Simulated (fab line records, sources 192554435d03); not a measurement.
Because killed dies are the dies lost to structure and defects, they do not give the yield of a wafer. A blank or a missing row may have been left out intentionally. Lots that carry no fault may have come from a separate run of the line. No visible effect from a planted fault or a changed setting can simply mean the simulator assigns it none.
fab line records	flow n5Finfet
[record] lots = 7	wafers = 21
route steps=1938 shown BEOL_M0_SAQP@646 BEOL_M1@751 BEOL_M2@857 BEOL_M3@980
startH: hours from the record's opening day to when the first of the lot's shown wafers began	waitH: hours since the lot's step before	" same as the row above	L1.1+2: a single row standing in for several wafers	- no value, or no start given	* or withheld: withheld	< > ~ a bound
route shown NAME@n: a module of which the file shows steps, and the number in the route of the first	usual: mean/standard deviation of fault-free wafers	same: alike in all rows	chamber/n: place in a boat	sites: the reading at each site	_std_site: the standard deviation of these	_edge_site: the outer-site mean with the inner-site mean subtracted	radiusMm: how far each site lies from the wafer's centre	mask NAME#n: copy n	behind: the most recent tool/chamber to have shaped the wafer	hold: why the lot was held/for how many hours/how that ended	device: whichever transistor did not switch (one of n, p or np)	end of line: the tests these same wafers got at the end of their route	step lacking rows: just its recipe	killed: at the first sort, the dies lost to defects and structure; wafer yield is something else	map: per-die view of a wafer (x killed, . not killed, _ where there is no die)
set.NAME: the setting the step ran with; set.NAME@STEP: the setting that earlier step ran with	model.NAME: the simulator's own value behind a step, which no gauge read
lots where settings were altered on purpose, with a table for each step and a row for each wafer
[[steps]]
[step N5_BEOL_M0_SAQP_EXPOSE_11]
[recipe] maskId = M0_CORE	na = 1.35	sourceShape = dipole	sigmaInner = 0.538	sigmaOuter = 0.738	polarization = te	targetCdNm = 42	doseMj = 55
lot.wafer	tool	chamber	startH	waitH	mask	set.doseMj
L077.2+6	arfiScanner-02	0	132.62	-	M0_CORE#0	55
L077.4	"	0	"	"	M0_CORE#0	52.76
L074.3+4+6	arfiScanner-01	0	139.44	-	M0_CORE#0	55
L079.4+5+6	arfiScanner-02	0	139.60	-	M0_CORE#0	53.53
L082.1+5	arfiScanner-01	0	158.11	-	M0_CORE#0	51.54
L082.6	"	0	"	"	M0_CORE#0	55
L085.3+4+6	arfiScanner-03	0	173.77	-	M0_CORE#0	56.41
L087.4+5+6	arfiScanner-03	0	193.16	-	M0_CORE#0	55
L092.1+5	arfiScanner-03	0	216.78	-	M0_CORE#0	55
L092.4	"	0	"	"	M0_CORE#0	56.54
[step N5_BEOL_M0_SAQP_PEB_12]
[recipe] pebTempC = withheld	pebTimeS = 60	resist = CAR-ArF
[step N5_BEOL_M0_SAQP_DEVELOP_13]
[recipe] developTimeS = 30	developer = TMAH	resist = CAR-ArF	devTempC = 23	rinseLiquid = diw	dry = airSpin
[step N5_BEOL_M0_SAQP_CD_MEAS_14]
[recipe] targetCdNm = 42.5	landingEnergyEv = 500	detector = seInlens
[usual] cdNm = 42.5/0.31
lot.wafer	tool	chamber	startH	waitH	set.doseMj@BEOL_M0_SAQP_EXPOSE_11	cdNm
L077.2	cdSem-02	0	132.74	-	55	42.4
L077.4	"	0	"	"	52.76	44.1
L077.6	"	0	"	"	55	42.8
L074.3	cdSem-03	0	139.55	-	55	43.2
L074.4	"	0	"	"	55	42.8
L074.6	"	0	"	"	55	42.8
L079.4	cdSem-02	0	139.72	-	53.53	43.5
L079.5	"	0	"	"	53.53	43.3
L079.6	"	0	"	"	53.53	43.4
L082.1	cdSem-02	0	158.24	-	51.54	44.1
L082.5	"	0	"	"	51.54	44.3
L082.6	"	0	"	"	55	41.8
L085.3	cdSem-03	0	173.88	-	56.41	42.0
L085.4	"	0	"	"	56.41	41.4
L085.6	"	0	"	"	56.41	42.1
L087.4	cdSem-01	0	193.27	-	55	42.2
L087.5	"	0	"	"	55	42.9
L087.6	"	0	"	"	55	42.1
L092.1	cdSem-02	0	216.90	-	55	42.4
L092.4	"	0	"	"	56.54	41.8
L092.5	"	0	"	"	55	42.4
[step N5_BEOL_M0_SAQP_ETCH_101]
[recipe] chemistry = CH3F/O2	target = SiNx	maskMaterial = SiO2	targetDepthA = 299	timeS = 42.7	pressureMtorr = 30	sourceW = 395	biasW = 73	Ar_flow_sccm = 150	CH3F_flow_sccm = 30	O2_flow_sccm = 20	ionEnergyEv = 120
[step N5_BEOL_M0_SAQP_ETCH_102]
[recipe] chemistry = CF4	target = SiO2	targetDepthA = 40	ionEnergyEv = 350	timeS = 4.4	pressureMtorr = 10	icpW = 800	biasW = 400	cf4FlowSccm = 80
[step N5_BEOL_M0_SAQP_MANDREL_ETCH_103]
[recipe] chemistry = HBr/Cl2	target = a-Si	targetDepthA = 450	btTimeS = 10	stopOn = SiCN	maskMaterial = SiO2	overEtchFrac = 0.8	timeS = 27	pressureMtorr = 10	icpW = 800	biasW = 75	HBr_flow_sccm = 150	Cl2_flow_sccm = 80	ends = endPoint
[usual] oesProductAu = 0.685/0.0091
lot.wafer	tool	chamber	startH	waitH	set.timeS@BEOL_M0_SAQP_PECVD_96	oesProductAu	model.etch.depthNm
L077.2	rieSi-02	2	135.13	0.0	39.66	0.644	39.56
L077.4	"	0	"	"	45.2	0.685	45.18
L077.6	"	1	"	"	45.2	0.683	45.35
L074.3	rieSi-02	0	141.73	0.0	45.2	0.684	45.36
L074.4	"	3	"	"	45.2	0.695	46.7
L074.6	"	1	"	"	45.2	0.689	45.88
L079.4	rieSi-03	0	141.82	0.0	45.2	0.681	44.92
L079.5	"	0	"	"	45.2	0.692	44.72
L079.6	"	3	"	"	45.2	0.680	44.59
L082.1	rieSi-02	2	160.28	0.0	45.2	0.689	44.52
L082.5	"	0	"	"	40.23	0.645	40.73
L082.6	"	3	"	"	40.23	0.646	40.45
L085.3	rieSi-05	2	176.09	0.0	45.2	0.670	44.47
L085.4	"	1	"	"	45.2	0.676	44.89
L085.6	"	3	"	"	45.2	0.684	45.03
L087.4	rieSi-02	1	195.22	0.0	42.73	0.665	42.95
L087.5	"	1	"	"	45.2	0.694	45.17
L087.6	"	2	"	"	45.2	0.689	45.4
L092.1	rieSi-03	0	218.74	0.0	45.2	0.694	44.52
L092.4	"	1	"	"	45.2	0.691	44.71
L092.5	"	1	"	"	45.2	0.697	45.13
[step N5_BEOL_M1_ILD_DEP_00]
[recipe] material = SiOC	targetThkA = 790	tempC = 350	precursor = DEMS/O2	pressureTorr = 5	rfW = 500	timeS = 15.3
lot.wafer	tool	chamber	startH	waitH	set.timeS	model.SiOC_of_BEOL_M1_ILD_DEP_00.thkNm
L077.2	pecvd-04	2	143.52	0.0	16.35	84.4
L077.4	"	1	"	"	16.35	84.8
L077.6	"	0	"	"	15.3	80.6
L079.4	pecvd-02	2	151.48	0.1	15.3	79.8
L079.5	"	0	"	"	15.3	79.2
L079.6	"	1	"	"	15.3	80.2
L074.3	pecvd-01	0	151.72	0.0	15.3	79
L074.4	"	2	"	"	15.3	79.8
L074.6	"	1	"	"	15.3	78.6
L082.1	pecvd-04	1	170.04	0.0	15.3	77.8
L082.5	"	1	"	"	14.04	71
L082.6	"	0	"	"	14.04	72.6
L085.3	pecvd-04	2	184.45	0.0	15.3	78.4
L085.4	"	1	"	"	13.59	70.8
L085.6	"	0	"	"	13.59	71.4
L087.4+5+6	pecvd-04	1,0,2	206.35	0.1	15.3	81
L092.1	pecvd-04	2	227.68	0.0	15.3	79
L092.4	"	2	"	"	15.3	80.6
L092.5	"	0	"	"	15.3	80.8
[step N5_BEOL_M1_THK_MEAS_01]
[recipe] reads = SiOC_of_BEOL_M1_ILD_DEP_00
[usual] M1_ILD_THK = 79.4/1.1
lot.wafer	tool	chamber	startH	waitH	set.timeS@BEOL_M1_ILD_DEP_00	M1_ILD_THK[nm]
L077.2	filmMetro-01	-	143.60	0.1	16.35	84.4
L077.4	"	-	"	"	16.35	84.8
L077.6	"	-	"	"	15.3	80.5
L079.4	filmMetro-02	-	151.53	0.0	15.3	79.8
L079.5	"	-	"	"	15.3	79.1
L079.6	"	-	"	"	15.3	80.1
L074.3	filmMetro-01	-	151.78	0.1	15.3	79.0
L074.4	"	-	"	"	15.3	79.8
L074.6	"	-	"	"	15.3	78.7
L082.1	filmMetro-01	-	170.12	0.1	15.3	77.7
L082.5	"	-	"	"	14.04	70.9
L082.6	"	-	"	"	14.04	72.6
L085.3	filmMetro-01	-	184.52	0.1	15.3	78.3
L085.4	"	-	"	"	13.59	70.7
L085.6	"	-	"	"	13.59	71.5
L087.4	filmMetro-02	-	206.40	0.0	15.3	81.1
L087.5	"	-	"	"	15.3	81.1
L087.6	"	-	"	"	15.3	81.1
L092.1	filmMetro-02	-	227.74	0.0	15.3	79.0
L092.4	"	-	"	"	15.3	80.7
L092.5	"	-	"	"	15.3	80.9
[step N5_BEOL_M2_DESCUM_16]
[recipe] chemistry = O2	timeS = 7	sourcePowerW = 50	biasPowerW = 20	pressureMtorr = 20	rfFrequencyHz = 2.712e+07	tempC = 40	resist = CAR-EUV	o2FlowSccm = 225
lot.wafer	tool	chamber	startH	waitH	set.timeS	model.CAR-EUV_of_BEOL_M2_COAT_05.thkNm
L077.2+4	rieDiel-03	0,1	158.80	0.3	8.565	25.2
L077.6	"	2	"	"	7	26.2
L079.4	rieDiel-03	2	173.66	0.0	7	26.2
L079.5	"	1	"	"	5.764	26.8
L079.6	"	0	"	"	5.764	26.6
L074.3+4+6	rieDiel-01	2,3,0	176.88	0.2	7	26.2
L082.1	rieDiel-01	0	184.11	0.2	8.082	25.8
L082.5	"	3	"	"	8.082	25.6
L082.6	"	0	"	"	7	26.2
L085.3	rieDiel-03	0	196.92	0.3	6.447	26.4
L085.4	"	3	"	"	7	26
L085.6	"	2	"	"	7	26.2
L087.4	rieDiel-01	0	221.00	0.0	7	26.2
L087.5	"	3	"	"	5.637	26.8
L087.6	"	2	"	"	5.637	26.6
L092.1+4	rieDiel-05	0,2	242.55	0.0	7	26
L092.5	"	0	"	"	6.418	26.4
[step N5_BEOL_M2_ETCH_64]
[recipe] chemistry = N2/H2	target = SOC	targetDepthA = 750	overetchA = 225	maskMaterial = SiARC	tempC = 40	timeS = 121.9	ionEnergyEv = 200	pressureMtorr = 30	sourceW = 840	biasW = 150	n2FlowSccm = 200	h2FlowSccm = 200
lot.wafer	tool	chamber	startH	waitH	set.timeS
L077.2	rieDiel-03	0	158.88	0.0	121.9
L077.4+6	"	1,2	"	"	131.3
L079.4+5	rieDiel-03	2,1	173.74	0.0	136.4
L079.6	"	0	"	"	121.9
L074.3+4+6	rieDiel-01	2,3,0	176.96	0.0	121.9
L082.1+6	rieDiel-01	0	184.19	0.0	121.9
L082.5	"	3	"	"	134
L085.3+4+6	rieDiel-03	0,3,2	197.00	0.0	121.9
L087.4	rieDiel-01	0	221.08	0.0	132.8
L087.5+6	"	3,2	"	"	121.9
L092.1+5	rieDiel-05	0	242.63	0.0	112.8
L092.4	"	2	"	"	121.9
[step N5_BEOL_M2_STRIP_65]
[recipe] chemistry = N2/H2	tempC = 40	n2FlowSccm = 200	h2FlowSccm = 200	rfFrequencyHz = 6e+07
[step N5_BEOL_M2_STRIP_75]
[recipe] chemistry = N2/H2	tempC = 40	n2FlowSccm = 200	h2FlowSccm = 200	rfFrequencyHz = 6e+07
[step N5_BEOL_M2_STRIP_66]
[recipe] chemistry = CF4	resist = SiARC	powerW = 300	biasPowerW = 75	pressureMtorr = 50	cf4FlowSccm = 150	rfFrequencyHz = 6e+07
[step N5_BEOL_M2_HM_OPEN_17]
[recipe] chemistry = Cl2/BCl3	targetDepthA = 200	overetchA = 60	target = TiN	maskMaterial = SOC	ionEnergyEv = 150	pressureMtorr = 10	icpW = 1000	biasW = 126	Cl2_flow_sccm = 53.25	bcl3FlowSccm = 21.75	Ar_flow_sccm = 25
lot.wafer	tool	chamber	startH	waitH	set.timeS@BEOL_M2_ETCH_64	model.etch.depthNm
L077.2	rieMetal-02	0	159.06	0.0	121.9	20.33
L077.4	"	0	"	"	131.3	19.2
L077.6	"	1	"	"	131.3	19.18
L079.4	rieMetal-03	1	173.94	0.1	136.4	18.62
L079.5	"	1	"	"	136.4	18.61
L079.6	"	0	"	"	121.9	19.69
L074.3	rieMetal-03	0	177.16	0.1	121.9	20.1
L074.4	"	1	"	"	121.9	20.04
L074.6	"	1	"	"	121.9	20.08
L082.1	rieMetal-02	0	184.37	0.0	121.9	20.19
L082.5	"	1	"	"	134	18.85
L082.6	"	0	"	"	121.9	20.04
L085.3	rieMetal-01	0	197.23	0.1	121.9	20.15
L085.4	"	0	"	"	121.9	20.47
L085.6	"	0	"	"	121.9	20.09
L087.4	rieMetal-01	0	221.35	0.1	132.8	19.05
L087.5	"	0	"	"	121.9	19.89
L087.6	"	0	"	"	121.9	20.19
L092.1	rieMetal-03	1	242.81	0.0	112.8	20.22
L092.4	"	0	"	"	121.9	20.29
L092.5	"	0	"	"	112.8	20.47
[step N5_BEOL_M2_COAT_68]
[recipe] resist = SiARC	tempC = 220	timeS = 60	spinRpm = 1500	resistThkNm = 12
lot.wafer	tool	chamber	startH	waitH	set.spinRpm	model.SiARC_of_BEOL_M2_COAT_68.thkNm
L077.2+4+6	lithoTrack-05	0	-	-	1500	12
L079.4+5+6	lithoTrack-03	0	-	-	1637	11.6
L074.3+4+6	lithoTrack-04	0	-	-	1500	12
L082.1+5+6	lithoTrack-04	0	-	-	1500	12
L085.3+6	lithoTrack-03	0	-	-	1500	12
L085.4	"	0	"	"	1445	12.2
L087.4+5	lithoTrack-05	0	-	-	1500	12
L087.6	"	0	"	"	1638	11.6
L092.1+5	lithoTrack-05	0	-	-	1500	12
L092.4	"	0	"	"	1443	12.2
[step N5_BEOL_M2_EXPOSE_25]
[recipe] maskId = V1	na = 0.33	sourceShape = quasar	sigmaInner = 0.2	sigmaOuter = 0.8	polarization = unpolarized	defocusNm = 5	doseMj = 63
lot.wafer	tool	chamber	startH	waitH	mask	set.doseMj
L077.2+6	euvScanner-02	0	159.55	-	V1#0	65.38
L077.4	"	0	"	"	V1#0	63
L079.4+5	euvScanner-02	0	174.29	-	V1#0	59.07
L079.6	"	0	"	"	V1#0	63
L074.3+4+6	euvScanner-01	0	177.65	-	V1#0	63
L082.1+5+6	euvScanner-02	0	184.92	-	V1#0	63
L085.3+4+6	euvScanner-02	0	197.64	-	V1#0	61.22
L087.4+5	euvScanner-02	0	221.73	-	V1#0	60.82
L087.6	"	0	"	"	V1#0	63
L092.1	euvScanner-01	0	243.17	-	V1#0	63
L092.4+5	"	0	"	"	V1#0	60.61
[step N5_BEOL_M2_PEB_26]
[recipe] pebTempC = 100	pebTimeS = 60	resist = CAR-EUV
[step N5_BEOL_M2_DEVELOP_27]
[recipe] developTimeS = 30	developer = TMAH	resist = CAR-EUV	rinseLiquid = surfactantRinse	dry = airSpin	devTempC = 23
[step N5_BEOL_M2_CD_MEAS_28]
[recipe] targetCdNm = 26.2	landingEnergyEv = 500	detector = seInlens	targetCdYNm = 24.1	polarity = opening
[usual] cdNm = 26.17/0.21
lot.wafer	tool	chamber	startH	waitH	set.doseMj@BEOL_M2_EXPOSE_25	cdNm
L077.2	cdSem-02	0	159.69	-	65.38	26.90
L077.4	"	0	"	"	63	26.45
L077.6	"	0	"	"	65.38	26.87
L079.4	cdSem-01	0	174.42	-	59.07	25.06
L079.5	"	0	"	"	59.07	24.95
L079.6	"	0	"	"	63	26.28
L074.3	cdSem-01	0	177.78	-	63	26.22
L074.4	"	0	"	"	63	25.97
L074.6	"	0	"	"	63	26.40
L082.1	cdSem-02	0	185.06	-	63	26.28
L082.5	"	0	"	"	63	26.20
L082.6	"	0	"	"	63	26.08
L085.3	cdSem-01	0	197.77	-	61.22	25.84
L085.4	"	0	"	"	61.22	25.90
L085.6	"	0	"	"	61.22	25.89
L087.4	cdSem-02	0	221.85	-	60.82	25.42
L087.5	"	0	"	"	60.82	25.44
L087.6	"	0	"	"	63	26.52
L092.1	cdSem-01	0	243.32	-	63	26.43
L092.4	"	0	"	"	60.61	25.12
L092.5	"	0	"	"	60.61	25.67
[step N5_BEOL_M2_DESCUM_33]
[recipe] chemistry = O2	timeS = 7	sourcePowerW = 50	biasPowerW = 20	pressureMtorr = 20	rfFrequencyHz = 2.712e+07	tempC = 40	resist = CAR-EUV	o2FlowSccm = 225
[step N5_BEOL_M2_ETCH_77]
[recipe] chemistry = N2/H2	target = underlayer	targetDepthA = 65	maskMaterial = CAR-EUV	timeS = 5.2	ionEnergyEv = 200	pressureMtorr = 30	sourceW = 840	biasW = 150	n2FlowSccm = 200	h2FlowSccm = 200	ends = cleared
[step N5_BEOL_M2_ETCH_69]
[recipe] chemistry = CF4	target = SiARC	targetDepthA = 156	maskMaterial = CAR-EUV	timeS = 26	ionEnergyEv = 80	pressureMtorr = 40	sourceW = 545	biasW = 36	Ar_flow_sccm = 100	cf4FlowSccm = 100	ends = cleared
lot.wafer	tool	chamber	startH	waitH	set.spinRpm@BEOL_M2_COAT_68	model.etch.depthNm
L077.2+4	rieDiel-03	0,3	159.86	0.0	1500	12.05
L077.6	"	1	"	"	1500	12.04
L079.4	rieDiel-03	1	174.59	0.0	1637	11.53
L079.5+6	"	1,0	"	"	1637	11.56
L074.3	rieDiel-03	0	177.95	0.0	1500	12.01
L074.4	"	2	"	"	1500	12.04
L074.6	"	1	"	"	1500	12.02
L082.1+5	rieDiel-05	1	185.24	0.0	1500	11.98
L082.6	"	2	"	"	1500	11.99
L085.3	rieDiel-03	3	197.97	0.0	1500	12.05
L085.4	"	2	"	"	1445	12.28
L085.6	"	3	"	"	1500	12.06
L087.4	rieDiel-01	0	222.02	0.0	1500	12
L087.5	"	1	"	"	1500	12.03
L087.6	"	2	"	"	1638	11.51
L092.1	rieDiel-05	1	243.95	0.0	1500	12.04
L092.4	"	0	"	"	1443	12.25
L092.5	"	0	"	"	1500	12
[step N5_BEOL_M3_TRENCH_ETCH_37]
[recipe] chemistry = C4F6/O2	targetDepthA = 555.55	target = SiOC	timeS = 29.2	ionEnergyEv = 250	pressureMtorr = 30	sourceW = 355	biasW = 185	Ar_flow_sccm = 300	C4F6_flow_sccm = 10	O2_flow_sccm = 10
[usual] rfVppV = 669/13
lot.wafer	tool	chamber	startH	waitH	set.biasW	rfVppV
L077.2	rieDiel-02	0	-	-	185	669
L077.4	"	1	"	"	185	675
L077.6	"	2	"	"	185	674
L074.3	rieDiel-04	1	-	-	185	650
L074.4	"	3	"	"	185	666
L074.6	"	1	"	"	185	651
L079.4	rieDiel-02	1	-	-	185	674
L079.5	"	2	"	"	185	675
L079.6	"	1	"	"	185	675
L082.1	rieDiel-06	2	-	-	216.2	756
L082.5	"	1	"	"	185	676
L082.6	"	0	"	"	216.2	748
L085.3	rieDiel-06	3	-	-	185	674
L085.4	"	2	"	"	185	667
L085.6	"	0	"	"	185	661
L087.4	rieDiel-06	3	-	-	185	675
L087.5	"	3	"	"	152.7	578
L087.6	"	2	"	"	152.7	573
L092.1	rieDiel-04	3	-	-	185	665
L092.4	"	0	"	"	185	690
L092.5	"	2	"	"	185	691
[[key]]
[split] step = N5_BEOL_M0_SAQP_EXPOSE_11	setting = doseMj	stated = 55	by = wafer
[response] step = N5_BEOL_M0_SAQP_CD_MEAS_14	reading = cdNm	change = -0.357	per = 1%	r = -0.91
[split] step = N5_BEOL_M1_ILD_DEP_00	setting = timeS	stated = 15.3	by = wafer
[response] step = N5_BEOL_M1_ILD_DEP_00	reading = model.SiOC_of_BEOL_M1_ILD_DEP_00.thkNm	change = +0.661	per = 1%	r = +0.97
[response] step = N5_BEOL_M1_THK_MEAS_01	reading = M1_ILD_THK	change = +0.659	per = 1%	r = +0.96
[split] step = N5_BEOL_M2_DESCUM_16	setting = timeS	stated = 7	by = wafer
[response] step = N5_BEOL_M2_DESCUM_16	reading = model.CAR-EUV_of_BEOL_M2_COAT_05.thkNm	change = -0.0348	per = 1%	r = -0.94
[split] step = N5_BEOL_M2_ETCH_64	setting = timeS	stated = 121.9	by = wafer
[response] step = N5_BEOL_M2_HM_OPEN_17	reading = model.etch.depthNm	change = -0.0999	per = 1%	r = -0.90
[split] step = N5_BEOL_M2_COAT_68	setting = spinRpm	stated = 1500	by = wafer
[response] step = N5_BEOL_M2_COAT_68	reading = model.SiARC_of_BEOL_M2_COAT_68.thkNm	change = -0.046	per = 1%	r = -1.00
[response] step = N5_BEOL_M2_ETCH_69	reading = model.etch.depthNm	change = -0.0562	per = 1%	r = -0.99
[split] step = N5_BEOL_M2_EXPOSE_25	setting = doseMj	stated = 63	by = wafer
[response] step = N5_BEOL_M2_CD_MEAS_28	reading = cdNm	change = +0.217	per = 1%	r = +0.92
[split] step = N5_BEOL_M3_TRENCH_ETCH_37	setting = biasW	stated = 185	by = wafer
[response] step = N5_BEOL_M3_TRENCH_ETCH_37	reading = rfVppV	change = +5.11	per = 1%	r = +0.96
split outsideThisFile step=N5_BEOL_M0_SAQP_PECVD_96 setting=timeS
// split outsideThisFile: this setting was split too, and the file shows its column; the key of that split is in another file
